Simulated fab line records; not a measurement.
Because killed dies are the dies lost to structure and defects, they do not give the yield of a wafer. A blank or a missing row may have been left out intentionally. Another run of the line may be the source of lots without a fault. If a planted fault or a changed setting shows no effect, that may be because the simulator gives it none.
8D (eight disciplines) problem report, filled in by code | flow nand-harc | the parts of the form that need people (team, actions taken, sign-off) are left out

## 1. THE ISSUE
Wafers without a fault read 0.999 a.u., standard deviation 0.012; oes-product-au at NHARC_A_CONTACT_ETCH_89 reads a mean of 0.875 a.u. on 3 wafers belonging to 3 lots. Relative to the usual mean, that is a shift of -10 standard deviations.
The step: etches the open film in N2/H2, target depth 260 nm, time 475.3 s.
The first sign was on wafer L617.3 at day 28 02:08, on rie-diel-04. The record holds 33 wafers of 12 lots with a number at this step. Rule for "out", or "out of limits": more than 4 standard deviations from the usual mean. The other wafers with a number count as sound.

## 2. WHAT IT IS AND WHAT IT IS NOT
question                    | is                     | is not
which readings at this step | oes-product-au         | drypump-motor-current-A, h2-flow-sccm, rf-vpp-V, showerhead-plenum-p-Torr
which lots                  | L617, L620, L621       | L604, L605, L607, L609, L613, L618, L625, L626, L627
which wafers of those lots  | L617.3, L620.2, L621.2 | L617.6, L620.6, L621.4
read on which tools         | rie-diel-04            | rie-diel-01, rie-diel-06
when                        | from day 28 02:08      | up to then (19 sound wafers); but 11 sound wafers of L620, L621, L625, L626, L627 came after

## 3. WHAT RULES OUT EACH SUSPECT
Counting: if a tool at a process step up to the reading ran every lot that is out, it stays a suspect. Sound lots after the first of them don't rule it out here, since some wafers of a struck lot are sound.
- rie-diel-04 at NHARC_A_CONTACT_ETCH_89 (etches the open film in N2/H2, target depth 260 nm, time 475.3 s): kept. Every lot that is out went through it, the first being L617 (day 28 02:08); the last sound lot it ran before that was L618 (day 27 20:35). Its own readings are out on those wafers: oes-product-au.
Left after counting: rie-diel-04 at NHARC_A_CONTACT_ETCH_89.

## 4. THE CAUSE (what the simulator had put in)
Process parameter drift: rie-diel-04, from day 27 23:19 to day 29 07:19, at NHARC_A_CONTACT_ETCH_89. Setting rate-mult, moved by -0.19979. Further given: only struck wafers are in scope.
The count eliminated every tool but this one.

## 5. THE CHAIN OF EFFECTS, in route order
One row per reading whose mean, taken over the struck wafers that have a number, lies over 3 standard deviations from the usual. Only readings whose record carries a usual standard deviation are examined. hours: median over the lots of the time between each lot's start at the first step of this table that gives one and its start at this step. sigmas: the change, counted in usual standard deviations.
hours | step                    | reading        | usual      | on struck wafers | change | sigmas
0     | NHARC_A_CONTACT_ETCH_89 | oes-product-au | 0.999 a.u. | 0.875            | -0.124 | -10
It contains these process steps:
- NHARC_A_CONTACT_ETCH_89: etches the open film in N2/H2, target depth 260 nm, time 475.3 s.

## 6. HOW IT WOULD HAVE BEEN CAUGHT EARLIER
3 hours passed between the start of the fault at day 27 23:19 and the first reading out of limits in this record, taken at day 28 02:08.
